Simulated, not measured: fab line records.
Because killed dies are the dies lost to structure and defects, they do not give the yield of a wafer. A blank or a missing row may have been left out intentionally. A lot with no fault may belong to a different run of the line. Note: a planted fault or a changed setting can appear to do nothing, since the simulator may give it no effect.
Chamber matching -- flow nand_harc -- pecvd-03 running NHARC_P_M0_PRE_CLEAN_31: 3 sister chambers
The step time 12 s. 6 wafers are shown with their chamber, then 9 later ones without.

WAFERS WITH THEIR CHAMBER
wafer,chamber,heater_power_w (W)
L429.4,1,539
L435.1,1,648
L435.5,0,797
L439.1,0,669
L439.3,2,622
L439.4,2,623

WAFERS WITHOUT THEIR CHAMBER
wafer,heater_power_w (W)
L436.1,568
L436.3,737
L436.6,553
L438.2,543
L438.3,648
L438.4,547
L440.2,809
L440.4,632
L440.5,799

WHICH CHAMBER EACH ONE RAN IN
wafer,from the rows above,in truth
L436.1,can't be placed: 1 or 2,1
L436.3,can't be placed: 0 or 2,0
L436.6,can't be placed: 1 or 2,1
L438.2,can't be placed: 1 or 2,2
L438.3,can't be placed: 2 or 1 or 0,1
L438.4,can't be placed: 1 or 2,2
L440.2,can't be placed: 0 or 2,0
L440.4,can't be placed: 2 or 1 or 0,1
L440.5,can't be placed: 0 or 2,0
Correctly placed: 0 of 9. From these rows, 9 cannot be placed; in 9 the true chamber is one of the candidates. Wrongly placed: 0.
How it was worked out, from the rows above alone: a wafer's distance from a chamber is the root of the sum, over the readings, of the square of ((its reading less the chamber's mean) divided by the reading's scatter). The wafer belongs to the nearest chamber; if the next one is less than 2 further off, it can't be placed. Each chamber's mean is taken over the wafers shown for it. The scatter: the root of (the sum of the squares of (reading less its chamber's mean) over the shown wafers, divided by (wafers less chambers)).
